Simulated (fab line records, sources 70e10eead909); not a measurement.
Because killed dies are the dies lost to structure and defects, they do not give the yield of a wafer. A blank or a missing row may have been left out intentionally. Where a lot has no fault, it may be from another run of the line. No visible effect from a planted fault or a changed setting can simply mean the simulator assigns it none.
Struck lot and sound lot, side by side || flow nand_harc || 15 out of 1159 route steps
Sound: these wafers, L190.1, L190.5, L190.6. Struck: wafer L205.3 (left out: L205.2, L205.4 of the same lot, which were not struck); the cause appears at the end.
Per side, at each step with rows, come the tool, then ch with its chambers, and then its first start. Under that, the readings that differ: sound wafers || struck wafers || difference of the means || sigmas: that difference in standard deviations of wafers without a fault.
alike: readings whose means differ by less than 2 such deviations, and words and numbers that are the same on both sides. not compared: withheld readings, readings that some wafer has no value for, bounds like >300 that may hide the same value, and numbers for which the record gives no deviation and whose values overlap.
The two part at a step that has a row with sigmas, a row that says differs or no value, or rows on one side only. Non-overlapping numbers with no deviation appear without sigmas and do not part them. A reading that every wafer of one side lacks parts them only if that side has two wafers or more.

first, 3 steps without rows for these wafers: NHARC_THIN_TSV_EXPOSE_09 (exposes mask TSV); NHARC_THIN_TSV_PEB_10 (peb time 85 s); NHARC_THIN_TSV_DEVELOP_11 (time 70 s).
NHARC_THIN_TSV_CD_MEAS_12 targets a cd of 1000 nm.
  sound on cd_sem-02 ch 0, day 19 17:01; struck on cd_sem-03 ch 0, day 22 17:46
  alike: cd_nm
then, 1 step without rows for these wafers: NHARC_THIN_TSV_HARDBAKE_13 (time 80 s).
NHARC_THIN_TSV_DESCUM_14: chemistry O2, time 3 s.
  sound on rie_diel-03 ch 2,3, day 19 17:11; struck on rie_diel-09 ch 2, day 22 17:56
  alike: drypump_motor_current_A, oes_product_au, rf_vpp_V, showerhead_plenum_p_Torr, throttle_valve_pct
  not compared: rf_hours_counter_h
NHARC_THIN_TSV_ETCH_44: etches the open film in CF4/O2, target depth 1594.2 nm, time 797.1 s.
  sound on rie_diel-03 ch 0,1,2, day 19 17:23; struck on rie_diel-09 ch 3, day 22 18:02
  alike: cf4_flow_sccm, drypump_motor_current_A, oes_product_au, rf_vpp_V, showerhead_plenum_p_Torr, throttle_valve_pct
  not compared: rf_hours_counter_h
NHARC_THIN_TSV_ETCH_15: target depth 3000 nm, bosch target overetch cycles 2, bosch etch step 2.8 s.
  sound on rie_si-03 ch 1,2,3, day 19 17:52; struck on rie_si-04 ch 2, day 22 18:44
  alike: drypump_motor_current_A
  not compared: rf_hours_counter_h
NHARC_THIN_TSV_CD_MEAS_16:
  sound on cd_sem-01 at day 19 17:59; struck on cd_sem-02 at day 22 18:53
  alike: cd_nm
then, 2 steps without rows for these wafers: NHARC_THIN_TSV_STRIP_45 (strips in O2); NHARC_THIN_TSV_STRIP_46 (strips in post etch residue remover, time 1200 s).
NHARC_THIN_TSV_DEP_47: deposits SiO2, target thk 200 nm.
  sound on pecvd-04 ch 0,1,2, day 19 19:04; struck on pecvd-04 ch 1, day 22 19:56
  alike: throttle_valve_pct
  not compared: since_wet_clean_h
NHARC_THIN_TSV_ETCHBACK_48: etches the open film in C4F8/Ar, target depth 1028.5 nm, time 405.17 s.
  sound on rie_diel-03 ch 0,3, day 19 19:27; struck on rie_diel-03 ch 0, day 22 20:20
{"reading": "oes_product_au (a.u.)", "sound": "0.929 0.931 0.941", "struck": 0.767, "difference": -0.167, "sigmas": -7}
  alike: rf_vpp_V
  not compared: rf_hours_counter_h
NHARC_THIN_TSV_STRIP_62: strips in N2/H2, time 20 s.
  sound on plasma_asher-02 ch 0,1, day 19 19:48; struck on plasma_asher-01 ch 0, day 22 20:43
{"reading": "heater_power_w (W)", "sound": "344 354 322", "struck": 306, "difference": -34, "sigmas": -2}
  alike: drypump_motor_current_A
  not compared: rf_hours_counter_h
NHARC_END_SORT_01:
  at this point the record logs the struck wafers (prober-02 ch 0, day 23 15:45) and has no rows for the sound ones

## WHERE THEY PART
First at NHARC_THIN_TSV_ETCHBACK_48; last, within this record, at NHARC_END_SORT_01.

WHY: the cause the simulator had injected
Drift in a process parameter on rie_diel-03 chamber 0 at NHARC_THIN_TSV_ETCHBACK_48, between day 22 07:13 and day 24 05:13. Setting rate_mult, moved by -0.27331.
